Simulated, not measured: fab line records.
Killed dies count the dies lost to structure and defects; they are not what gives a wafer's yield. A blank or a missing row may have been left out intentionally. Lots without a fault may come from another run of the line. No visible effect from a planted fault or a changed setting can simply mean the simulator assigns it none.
Split-lot study | flow n5_finfet | 7 lots, 21 wafers read, on a route of 1938 steps

THE SPLIT
At N5_DUMMY_GATE_COAT_35 (time 60 s, resist thk 10 nm), the setting spin_rpm was moved away from the recipe's 1500 rpm on 6 of the 21 wafers read, by -4.9% to +8.9%. This setting was run at the recipe's value on the other wafers.

Reading taken at the split's own step.

THE READING
SiARC_of_DUMMY_GATE_COAT_35.thk_nm (the simulator's own value, which no gauge read), in nm, at N5_DUMMY_GATE_COAT_35 (time 60 s, resist thk 10 nm). There is no usual value for it anywhere in the file.

wafer  | tool, chamber at the split | spin_rpm as run, rpm | against the recipe | SiARC_of_DUMMY_GATE_COAT_35.thk_nm, nm | against lot-mates on the recipe
L078.2 | litho_track-05, 0          | 1500                 | recipe             | 10                                     | -
L078.3 | litho_track-05, 0          | 1630                 | +8.7%              | 9.6                                    | -0.4
L078.5 | litho_track-05, 0          | 1630                 | +8.7%              | 9.6                                    | -0.4
L081.1 | litho_track-04, 0          | 1500                 | recipe             | 10                                     | -
L081.2 | litho_track-04, 0          | 1500                 | recipe             | 10                                     | -
L081.4 | litho_track-04, 0          | 1500                 | recipe             | 10                                     | -
L084.1 | litho_track-05, 0          | 1426                 | -4.9%              | 10.2                                   | +0.2
L084.3 | litho_track-05, 0          | 1500                 | recipe             | 10                                     | -
L084.6 | litho_track-05, 0          | 1500                 | recipe             | 10                                     | -
L087.1 | litho_track-04, 0          | 1500                 | recipe             | 10                                     | -
L087.3 | litho_track-04, 0          | 1500                 | recipe             | 10                                     | -
L087.4 | litho_track-04, 0          | 1500                 | recipe             | 10                                     | -
L089.1 | litho_track-05, 0          | 1500                 | recipe             | 10                                     | -
L089.2 | litho_track-05, 0          | 1500                 | recipe             | 10                                     | -
L089.3 | litho_track-05, 0          | 1500                 | recipe             | 10                                     | -
L090.1 | litho_track-05, 0          | 1545                 | +3.0%              | 9.8                                    | -0.2
L090.3 | litho_track-05, 0          | 1500                 | recipe             | 10                                     | -
L090.5 | litho_track-05, 0          | 1500                 | recipe             | 10                                     | -
L094.3 | litho_track-02, 0          | 1633                 | +8.9%              | 9.6                                    | -0.4
L094.6 | litho_track-02, 0          | 1633                 | +8.9%              | 9.6                                    | -0.4
L094.5 | litho_track-02, 0          | 1500                 | recipe             | 10                                     | -

FIT RESULTS
A straight line over all 21 wafers: SiARC_of_DUMMY_GATE_COAT_35.thk_nm changes by -0.0454 nm for each +1% of spin_rpm; r = -1.00; the points scatter about the line by 0.015 nm.
The same after taking each lot's own level away (the mean of its wafers on the recipe; 21 wafers): -0.0454 nm for each +1%; r = -1.00; scatter 0.015 nm.
According to that fit, moving spin_rpm by its largest amount changes the reading by 0.4 nm.
The lots' own levels span 10.00 to 10.00 nm.
The two slopes agree, so the slope changes little with the lot-to-lot level.
Check: for one of the wafers moved furthest among these (+8.9%), held out of the fit, the line's prediction against its lot-mates is -0.409 nm. Against them it came out at -0.4 nm.

THESE WAFERS: OTHER SPLITS
Note: prior to the reading, these wafers also went through further splits. Each is held against what the fit with the lots' levels taken away leaves over:
other split on the same wafers            | wafers away from the commonest value | r with SiARC_of_DUMMY_GATE_COAT_35.thk_nm (lot level and that fit taken away)
N5_ZERO_LAYER_EXPOSE_08 dose_mj           | 8                                    | +0.02
N5_ZERO_LAYER_DEVELOP_10 develop_time_s   | 7                                    | +0.18
N5_PMOS_HMC_CHANNEL_EPI_PEB_07 peb_temp_c | 7                                    | +0.27
N5_PMOS_HMC_CHANNEL_EPI_ETCH_32 bias_w    | 4                                    | -0.33
N5_FIN_SAQP_COAT_49 spin_rpm              | 9                                    | -0.34
N5_FIN_SAQP_DEVELOP_15 develop_time_s     | 8                                    | -0.03
N5_STI_FIN_REVEAL_ETCHBACK_08 time_s      | 9                                    | -0.46

FILE'S OWN FIT
SiARC_of_DUMMY_GATE_COAT_35.thk_nm changes by -0.046 nm for each +1% of spin_rpm, r = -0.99.
